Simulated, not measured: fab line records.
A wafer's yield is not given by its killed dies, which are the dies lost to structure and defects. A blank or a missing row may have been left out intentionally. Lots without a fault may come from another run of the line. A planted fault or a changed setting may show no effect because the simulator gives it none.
A lot that was struck, set against a sound lot ; flow n5_finfet ; 44 steps out of a route of 1938
Sound: the wafers L105.1, L105.4, L105.6. Struck: wafer L103.4. (L103.2, L103.5 of the same lot were not struck and are left out.) The cause comes at the end.
Per side, at each step with rows, come the tool, then ch with its chambers, and then its first start. Under that, the readings that differ: sound wafers ; struck wafers ; difference of the means ; sigmas: that difference in standard deviations of wafers without a fault.
alike: same words and numbers on both sides, and readings whose means sit less than 2 such deviations apart. not compared: any withheld reading, any reading some wafer has no value for, any bound like >300 that may hide the same value, and any number with overlapping values for which the record gives no deviation.
Wherever a step has rows on one side only, a row that says differs or no value, or a row with sigmas, the two part there. Non-overlapping numbers with no deviation appear without sigmas and do not part them. A reading that every wafer of one side lacks parts them only if that side has two wafers or more.

first, 5 steps without rows for these wafers: N5_SDB_PRECLEAN_38 (cleans in dHF, time 10 s); N5_SDB_PRECLEAN_39 (cleans in O3/DIW, time 45 s); N5_SDB_SRD_28 (time 30 s); N5_SDB_ALD_29 (deposits SiNx, target thk 30 nm, pulse time 1 s, ald cycles 600); N5_SDB_CMP_30 (polishes, stops on poly-Si, t overpolish 1.54 s, target thk 30 nm).
N5_SDB_THK_MEAS_31:
  struck on film_metro-02, day 4 09:51; sound on film_metro-02, day 4 17:46
  alike: SDB_THK
N5_SDB_INSPECT_36: inspects for defects (darkfield).
  struck on defect_inspect-02, day 4 09:53; sound on defect_inspect-01, day 4 17:47
  alike: raw_defect_count
then, 4 steps without rows for these wafers: N5_DUMMY_REMOVAL_HM_STRIP_01 (strips SiNx in CH3F/O2, stops on poly-Si, target depth 4 nm, time 6.8 s); N5_DUMMY_REMOVAL_STRIP_10 (strips in N2/H2, time 40 s); N5_DUMMY_REMOVAL_PRECLEAN_07 (cleans in dHF, time 30 s); N5_DUMMY_REMOVAL_DUMMY_REMOVE_02 (chemistry TMAH, target poly-Si, stops on SiO2, target depth 142 nm, time 57 s, rinse time 30 s).
N5_DUMMY_REMOVAL_INSPECT_06: inspects for defects (brightfield).
  struck on defect_inspect-01, day 4 10:07; sound on defect_inspect-01, day 4 18:04
  alike: raw_defect_count
N5_DUMMY_REMOVAL_PRECLEAN_08: cleans in NF3:NH3, afs cycles 2, time 20 s, sublimation time 60 s.
  sound on remote_plasma-01 ch 0, day 4 18:05; struck on remote_plasma-02 ch 0, day 4 10:11
then, 5 steps without rows for these wafers: N5_DUMMY_REMOVAL_PRECLEAN_04 (cleans in DHF, time 37 s); N5_DUMMY_REMOVAL_SRD_05 (time 30 s); N5_HKMG_FIN_IL_REGROW_00 (material SiO2, chemistry O3, target thk 0.75 nm, time 30 s); N5_HKMG_FIN_HK_ALD_01 (deposits HfO2, target thk 1.6 nm, pulse time 3 s, purge time 3 s); N5_HKMG_FIN_HK_ANNEAL_02 (time 30 s).
N5_HKMG_FIN_ALD_74: deposits La2O3, target thk 0.5 nm, pulse time 6 s, co reactant pulse time 1 s.
  sound on ald_hk-03 ch 0,2, day 4 18:49; struck on ald_hk-02 ch 2, day 4 11:04
reading;sound;struck;difference;sigmas
heater_power_w (W);359 367 370;279;-86;-3
  alike: precursor_pulse_height_rel
then, 9 steps without rows for these wafers: N5_HKMG_FIN_ALD_75 (deposits Al2O3, target thk 1 nm, co reactant pulse time 1 s); N5_HKMG_FIN_COAT_41 (time 60 s, resist thk 300 nm); N5_HKMG_FIN_COAT_42 (time 60 s, resist thk 35 nm); N5_HKMG_FIN_COAT_43 (resist thk 90 nm); N5_HKMG_FIN_EBR_45; N5_HKMG_FIN_SOFTBAKE_44 (time 60 s); N5_HKMG_FIN_EXPOSE_46 (exposes mask NDIPOLE); N5_HKMG_FIN_PEB_47 (peb time 60 s); N5_HKMG_FIN_DEVELOP_48 (develop time 30 s).
N5_HKMG_FIN_CD_MEAS_49: target cd 202 nm.
  sound on cd_sem-03 ch 0, day 4 19:22; struck on cd_sem-01 ch 0, day 4 11:36
  alike: cd_nm
N5_HKMG_FIN_OVL_MEAS_50:
  sound on overlay-02 ch 0, day 4 19:24; struck on overlay-01 ch 0, day 4 11:38
  alike: NDIPOLE_OVL
N5_HKMG_FIN_INSPECT_61: inspects for defects (macro).
  struck on defect_inspect-01, day 4 11:40; sound on defect_inspect-02, day 4 19:25
reading;sound;struck;difference;sigmas
raw_defect_count;1 4 3;0;-3;-2
then, 1 step without rows for these wafers: N5_HKMG_FIN_DESCUM_53 (chemistry O2, time 7.9 s).
N5_HKMG_FIN_ETCH_54: etches SiARC in CF4, target depth 45.5 nm, time 75.8 s.
  sound on rie_diel-03 ch 0,3, day 4 19:29; struck on rie_diel-03 ch 1, day 4 11:43
reading;sound;struck;difference;sigmas
oes_product_au (a.u.);0.73 0.82 0.82;0.58;-0.21;-3
throttle_valve_pct (%);15.54 15.40 15.41;15.97;+0.52;+3
  alike: drypump_motor_current_A, etch_rf_on_time_s, rf_vpp_V, showerhead_plenum_p_Torr
  not compared: rf_hours_counter_h
N5_HKMG_FIN_ETCH_55: etches SOC in N2/H2, target depth 240 nm, time 300 s.
  sound on rie_diel-03 ch 0,3, day 4 19:33; struck on rie_diel-03 ch 1, day 4 11:47
reading;sound;struck;difference;sigmas
oes_product_au (a.u.);0.87 0.97 0.97;0.67;-0.27;-3
throttle_valve_pct (%);17.65 17.66 17.66;18.26;+0.60;+3
  alike: drypump_motor_current_A, rf_vpp_V, showerhead_plenum_p_Torr
  not compared: rf_hours_counter_h
then, 1 step without rows for these wafers: N5_HKMG_FIN_STRIP_56 (strips in N2/H2).
N5_HKMG_FIN_STRIP_57: strips in CF4.
  sound on rie_diel-03 ch 0,3, day 4 19:44; struck on rie_diel-03 ch 1, day 4 11:58
reading;sound;struck;difference;sigmas
oes_product_au (a.u.);0.83 0.95 0.95;0.67;-0.24;-3
throttle_valve_pct (%);13.50 13.34 13.33;14.01;+0.62;+3
  alike: drypump_motor_current_A, rf_vpp_V, showerhead_plenum_p_Torr
  not compared: rf_hours_counter_h
then, 1 step without rows for these wafers: N5_HKMG_FIN_ETCH_58 (etches SOC in N2/H2, target depth 215.8 nm, time 741 s).
N5_HKMG_FIN_STRIP_93: strips SOC in N2/H2, time 20 s.
  sound on rie_diel-03 ch 0,3, day 4 20:11; struck on rie_diel-03 ch 1, day 4 12:25
reading;sound;struck;difference;sigmas
oes_product_au (a.u.);0.86 0.96 0.96;0.67;-0.26;-3
throttle_valve_pct (%);18.6 18.8 18.8;19.6;+0.9;+2
  alike: drypump_motor_current_A, rf_vpp_V, showerhead_plenum_p_Torr
  not compared: rf_hours_counter_h
then, 4 steps without rows for these wafers: N5_HKMG_FIN_WET_ETCH_76 (etches Al2O3 in dNH4OH, stops on La2O3, target depth 2.25 nm, rinse time 30 s); N5_HKMG_FIN_STRIP_60 (strips in N2/H2, time 360 s); N5_HKMG_FIN_WET_ETCH_77 (etches La2O3 in dHCl, stops on HfO2, target depth 2 nm); N5_HKMG_FIN_WET_ETCH_78 (etches Al2O3 in dNH4OH, stops on La2O3, target depth 4.5 nm, rinse time 30 s).
-- here the record skips 4 days between the struck wafers' starts before and after, leaving off in module HKMG_FIN and picking up in module BEOL_M4 (first step shown: number 1111 of the route) --
N5_BEOL_M4_RC_MEAS_101:
  sound on prober-01 ch 0, day 9 00:28; struck on prober-01 ch 0, day 8 03:08
reading;sound;struck;difference;sigmas
DIBL_P (mV/V);35.6 36.8 34.2;39.6;+4.1;+2
EOT_N;10.87 10.59 10.53;11.92;+1.26;+13
EOT_P;10.63 10.46 10.45;11.73;+1.22;+13
IGATE_N (nA/um);0.0099 0.0142 0.0130;0.0027;-0.0097;-5
IGATE_P (nA/um);0.0028 0.0042 0.0038;0.0008;-0.0028;-5
  alike: DIBL_N, IOFF_N, IOFF_P, ION_N, ION_P, SS_N, SS_P, VT_N, VT_P
-- a jump in the record: the struck wafers' starts before and after are 4 days apart (it breaks off in module BEOL_M4 and resumes in module PASSIVATION, where the first step shown is number 1936 of the route) --
N5_PASSIVATION_PROBE_49:
  struck on prober-01, day 12 00:58; sound on prober-02, day 13 00:58
reading;sound;struck;difference;sigmas
killed_at_other;0 2 0;12;+11;+3
  alike: defect_limited_yield, killed_at_M0_to_M3, killed_at_M4_up, killed_at_contacts, killed_at_front_end, killed_dies, killed_on_rim, killed_open, killed_short, sort_bin_5_function, sort_bin_6_memory, sort_bin_8_speed, sort_n_pass, sort_yield_pct

## WHERE THEY PART
Earliest at N5_HKMG_FIN_ALD_74; latest, in this record, at N5_PASSIVATION_PROBE_49.

WHY: what the simulator had put in
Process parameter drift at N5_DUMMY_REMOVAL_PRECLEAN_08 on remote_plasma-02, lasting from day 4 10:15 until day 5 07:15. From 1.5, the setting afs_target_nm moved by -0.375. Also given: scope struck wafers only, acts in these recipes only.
